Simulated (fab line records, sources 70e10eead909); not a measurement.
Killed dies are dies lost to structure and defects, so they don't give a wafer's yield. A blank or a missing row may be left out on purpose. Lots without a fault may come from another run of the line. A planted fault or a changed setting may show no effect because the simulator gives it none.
Chamber matching | flow nand_harc | NHARC_A_CONTACT_DESCUM_47 on rie_diel-04: 4 sister chambers
The step chemistry O2, time 3 s. 4 wafers are shown with their chamber, then 12 later ones without.

WAFERS WITH THEIR CHAMBER
wafer  | chamber | drypump_motor_current_A (A)
L090.2 | 2       | 5.7
L090.5 | 1       | 5.6
L091.4 | 3       | 6.3
L091.5 | 0       | 4.9

WAFERS WITHOUT THEIR CHAMBER
wafer  | drypump_motor_current_A (A)
L092.1 | 6.2
L092.3 | 4.9
L092.5 | 5.6
L093.1 | 5.6
L093.2 | 4.9
L093.4 | 6.3
L093.3 | 5.7
L093.5 | 5.6
L093.6 | 5.6
L095.1 | 5.6
L095.3 | 5.7
L095.4 | 4.9

WHICH CHAMBER EACH WENT THROUGH
wafer  | from the rows above | in truth
L092.1 | 3                   | 3
L092.3 | 0                   | 0
L092.5 | 1                   | 1
L093.1 | 1                   | 1
L093.2 | 0                   | 0
L093.4 | 3                   | 3
L093.3 | 2                   | 2
L093.5 | 1                   | 1
L093.6 | 1                   | 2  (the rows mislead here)
L095.1 | 1                   | 1
L095.3 | 2                   | 2
L095.4 | 0                   | 0
Placed correctly: 11 of 12. Can't be placed from these rows: 0. Placed wrongly: 1.
How it was worked out, from the rows above alone: a wafer's distance from a chamber is the root of the sum, over the readings, of the square of ((its reading less the chamber's mean) divided by the reading's scatter). The wafer belongs to the nearest chamber; if the next one is less than 2 further off, it can't be placed. A chamber's mean is the mean of its shown wafers. The scatter: with one shown wafer a chamber, the root of the mean of the squares of how far each hidden wafer lies from its nearest shown one.
